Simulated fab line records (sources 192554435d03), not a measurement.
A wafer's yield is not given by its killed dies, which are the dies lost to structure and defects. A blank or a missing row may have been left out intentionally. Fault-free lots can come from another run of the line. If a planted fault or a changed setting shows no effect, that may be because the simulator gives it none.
Split-lot study	flow n5-finfet	on a route of 1938 steps: 7 lots, 21 wafers read

## THE SPLIT
At N5_BEOL_M13_ETCH_68 (etches SOC in N2/H2, time 355 s), the setting time-s was moved away from the recipe's 355 s on 4 of the 21 wafers read, by -19.2% to +17.9%. The other wafers ran this setting at the recipe's value.

The reading comes from the split's own step.

## THE READING
SiARC_of_BEOL_M13_COAT_66.thk-nm (the simulator's own value, which no gauge read), in nm, at N5_BEOL_M13_ETCH_68 (etches SOC in N2/H2, time 355 s). The file does not state a usual value for it. Across the 17 wafers here that went through the recipe, the average is 77.4 nm and the standard deviation 0.91 nm.

wafer	tool, chamber at the split	time-s as run, s	against the recipe	SiARC_of_BEOL_M13_COAT_66.thk-nm, nm	against lot-mates on the recipe
L074.2	rie-diel-05, 2	355	recipe	77	-
L074.3	rie-diel-05, 3	355	recipe	78.4	-
L074.5	rie-diel-05, 2	380.7	+7.2%	74.8	-2.9
L086.3	rie-diel-05, 3	355	recipe	78.2	-
L086.6	rie-diel-05, 3	355	recipe	78.2	-
L086.5	rie-diel-05, 0	355	recipe	77	-
L081.1	rie-diel-05, 3	355	recipe	78.4	-
L081.2	rie-diel-05, 0	355	recipe	76.6	-
L081.4	rie-diel-05, 2	355	recipe	77	-
L090.2	rie-diel-05, 0	355	recipe	76.8	-
L090.3	rie-diel-05, 3	355	recipe	78.8	-
L090.6	rie-diel-05, 3	355	recipe	78.8	-
L089.3	rie-diel-06, 3	286.7	-19.2%	82.4	+6.6
L089.4	rie-diel-06, 1	286.7	-19.2%	84	+8.2
L089.6	rie-diel-06, 2	355	recipe	75.8	-
L087.3	rie-diel-02, 3	355	recipe	78	-
L087.4	rie-diel-02, 1	355	recipe	77.4	-
L087.5	rie-diel-02, 3	355	recipe	77.2	-
L093.3	rie-diel-06, 0	418.4	+17.9%	72.2	-4.1
L093.4	rie-diel-06, 2	355	recipe	76.2	-
L093.6	rie-diel-06, 2	355	recipe	76.4	-

THE FIT
A straight line over all 21 wafers: SiARC_of_BEOL_M13_COAT_66.thk-nm changes by -0.301 nm for each +1% of time-s; r = -0.93; the points scatter about the line by 0.91 nm.
The same after taking each lot's own level away (the mean of its wafers on the recipe; 21 wafers): -0.339 nm for each +1%; r = -0.95; scatter 0.83 nm.
That fit puts the effect of the largest move of time-s on the reading at 6.5 nm.
The span of the lots' own levels, 75.80 to 78.13 nm, comes to 2.6 times the standard deviation stated above.
Hence the slope depends on the lot-to-lot level, as the two fits are not the same.
Check: for one of the wafers moved furthest among these (-19.2%), held out of the fit, the line's prediction against its lot-mates is +6.72 nm. It came out at +6.6 nm against them.

## ADDITIONAL SPLITS CARRIED BY THESE WAFERS
These wafers also went through other splits before the reading. Each is held against what the fit with the lots' levels taken away leaves over:
other split on the same wafers	wafers away from the commonest value	r with SiARC_of_BEOL_M13_COAT_66.thk-nm (lot level and that fit taken away)
N5_BEOL_M8_TRENCH_ETCH_37 time-s	4	+0.19
N5_BEOL_M10_COAT_59 spin-rpm	2	-0.12
N5_BEOL_M10_EXPOSE_08 dose-mj	4	-0.14
N5_BEOL_M11_PECVD_70 temp-c	6	-0.18
N5_BEOL_M11_COAT_63 spin-rpm	6	-0.01
N5_BEOL_M11_COAT_22 spin-rpm	6	+0.08
N5_BEOL_M12_ETCH_67 source-w	6	-0.04
N5_BEOL_M12_SPUTTER_43 time-s	9	-0.23

## THE FILE'S OWN FIT
SiARC_of_BEOL_M13_COAT_66.thk-nm changes by -0.319 nm for each +1% of time-s, r = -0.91.
